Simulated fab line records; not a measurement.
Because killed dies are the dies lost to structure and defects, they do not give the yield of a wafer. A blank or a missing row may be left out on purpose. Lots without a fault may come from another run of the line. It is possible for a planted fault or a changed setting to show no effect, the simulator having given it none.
Comparing a struck lot with a sound one | flow n5-finfet | 37 steps out of a route of 1938
Sound: the wafers L396.1, L396.4, L396.6. Struck: wafer L387.2. (L387.3, L387.4 of the same lot were not struck and are left out.) The cause comes at the end.
Each step with rows lists, per side, the tool, then ch with its chambers, then its first start. Under that, the readings that differ: sound wafers | struck wafers | difference of the means | sigmas: that difference in standard deviations of wafers without a fault.
alike: readings with means less than 2 such deviations apart, plus words and numbers identical on both sides. not compared: withheld readings, readings lacking a value on some wafer, bounds such as >300 that could conceal the same value, and numbers that have no deviation in the record and whose values overlap.
Wherever a step has rows on one side only, a row that says differs or no value, or a row with sigmas, the two part there. When numbers do not overlap yet have no deviation, they are printed without sigmas and do not part them. A reading that every wafer of one side lacks parts them only if that side has two wafers or more.

first, 8 steps without rows for these wafers: N5_MOL_CONTACT_COAG_PRECLEAN_138 (cleans in alkaline clean, time 60 s); N5_MOL_CONTACT_COAG_SRD_139 (time 30 s); N5_MOL_CONTACT_COAG_PRE_CLEAN_121; N5_MOL_CONTACT_COAG_CVD_140 (deposits W, target thk 66.5 nm, time 215 s); N5_MOL_CONTACT_COAG_PRECLEAN_127 (cleans in DIW, time 57.5 s); N5_MOL_CONTACT_COAG_SRD_128 (dry time 32 s); N5_MOL_CONTACT_COAG_CMP_52 (polishes, stops on SiO2, t overpolish 1.5 s, target thk 66.5 nm); N5_MOL_CONTACT_COAG_ANNEAL_112 (time 1800 s).
N5_BEOL_M0_SAQP_PECVD_00: deposits SiCN from 3MS/NH3, target thk 8 nm, time 14 s.
  sound on pecvd-04 ch 1,2, day 11 07:39; struck on pecvd-02 ch 2, day 9 02:47
  reading                                         | sound       | struck | difference | sigmas
  model.SiCN_of_BEOL_M0_SAQP_PECVD_00.thk-nm (nm) | 8.2 8.2 8.4 | 8.6    | +0.3       |
  alike: showerhead-plenum-p-Torr, throttle-valve-pct
then, 25 steps without rows for these wafers: N5_BEOL_M0_SAQP_ILD_DEP_01 (deposits SiOC from DEMS/O2, target thk 45.419 nm, time 8.7 s); N5_BEOL_M0_SAQP_HM_DEP_02 (deposits TiN, target thk 12 nm); N5_BEOL_M0_SAQP_PECVD_03 (deposits SiCN from 3MS/NH3, target thk 12 nm, time 21.1 s); N5_BEOL_M0_SAQP_PECVD_96 (deposits a-Si from SiH4/He, target thk 45 nm, time 45.2 s); N5_BEOL_M0_SAQP_PECVD_97 (deposits SiNx from SiH4/NH3/N2, target thk 23 nm, time 19.9 s); N5_BEOL_M0_SAQP_PECVD_04 (deposits a-Si from SiH4/He, target thk 60 nm, time 60.2 s); N5_BEOL_M0_SAQP_HM_DEP_111 (deposits SiO2 from SiH4/N2O, target thk 12 nm, time 7.2 s); N5_BEOL_M0_SAQP_COAT_81 (time 60 s, resist thk 100 nm); N5_BEOL_M0_SAQP_COAT_82 (time 60 s, resist thk 30 nm); N5_BEOL_M0_SAQP_COAT_08 (resist thk 90 nm); N5_BEOL_M0_SAQP_EBR_10; N5_BEOL_M0_SAQP_SOFTBAKE_09 (time 60 s); N5_BEOL_M0_SAQP_EXPOSE_11 (exposes mask M0 CORE, target cd 42 nm); N5_BEOL_M0_SAQP_PEB_12 (peb time 60 s); N5_BEOL_M0_SAQP_DEVELOP_13 (develop time 30 s); N5_BEOL_M0_SAQP_DESCUM_19 (chemistry O2, time 7.9 s); N5_BEOL_M0_SAQP_ETCH_83 (etches SiARC in CF4, target depth 39 nm, time 65 s); N5_BEOL_M0_SAQP_ETCH_84 (etches SOC in N2/H2, target depth 100 nm, overetch 20 nm, time 150 s); N5_BEOL_M0_SAQP_STRIP_80 (strips in N2/H2); N5_BEOL_M0_SAQP_HM_OPEN_112 (chemistry CHF3/O2, target SiO2, stops on a-Si, target depth 12 nm, time 13.5 s); N5_BEOL_M0_SAQP_STRIP_113 (strips in CHF3/O2); N5_BEOL_M0_SAQP_MANDREL_ETCH_20 (etches a-Si in HBr/Cl2, stops on SiNx, target depth 60 nm, bt time 10 s, time 30 s); N5_BEOL_M0_SAQP_STRIP_86 (strips in N2/H2); N5_BEOL_M0_SAQP_STRIP_115 (strips in post etch residue remover, time 60 s); N5_BEOL_M0_SAQP_SRD_93 (time 30 s).
N5_BEOL_M0_ETCH_109: etches SiCN in CH3F/O2, target depth 8 nm, overetch 2.4 nm, time 27.4 s.
  sound on rie-diel-01 ch 0,3, day 11 15:48; struck on rie-diel-01 ch 1, day 9 15:53
  reading                  | sound             | struck | difference | sigmas
  rf-vpp-V (V)             | 296.9 300.2 298.9 | 294.7  | -4.0       | -2
  model.etch.depth-nm (nm) | 8.203 8.185 8.381 | 8.62   | +0.36      |
  alike: bias-w, drypump-motor-current-A, oes-product-au, showerhead-plenum-p-Torr, throttle-valve-pct
  not compared: rf-hours-counter-h
-- record jumps: 2 days separate the struck wafers' starts on either side; left off in module BEOL_M0, taken up again in module BEOL_M4, whose first shown step is the route's number 1111 --
N5_BEOL_M4_RC_MEAS_101:
  sound on prober-02 ch 0, day 14 23:11; struck on prober-02 ch 0, day 11 18:33
  alike: DIBL_N, DIBL_P, IOFF_N, IOFF_P, ION_N, ION_P, SS_N, SS_P, VT_N, VT_P
-- a jump in the record: the struck wafers' starts before and after are 4 days apart (it breaks off in module BEOL_M4 and resumes in module PASSIVATION, where the first step shown is number 1936 of the route) --
N5_PASSIVATION_PROBE_49:
  record: rows for the struck wafers here (prober-02, day 16 00:17), none for the sound ones

== WHERE THEY PART ==
Last at N5_PASSIVATION_PROBE_49 as far as this record goes, first at N5_BEOL_M0_ETCH_109.

WHY: what had been put in by the simulator
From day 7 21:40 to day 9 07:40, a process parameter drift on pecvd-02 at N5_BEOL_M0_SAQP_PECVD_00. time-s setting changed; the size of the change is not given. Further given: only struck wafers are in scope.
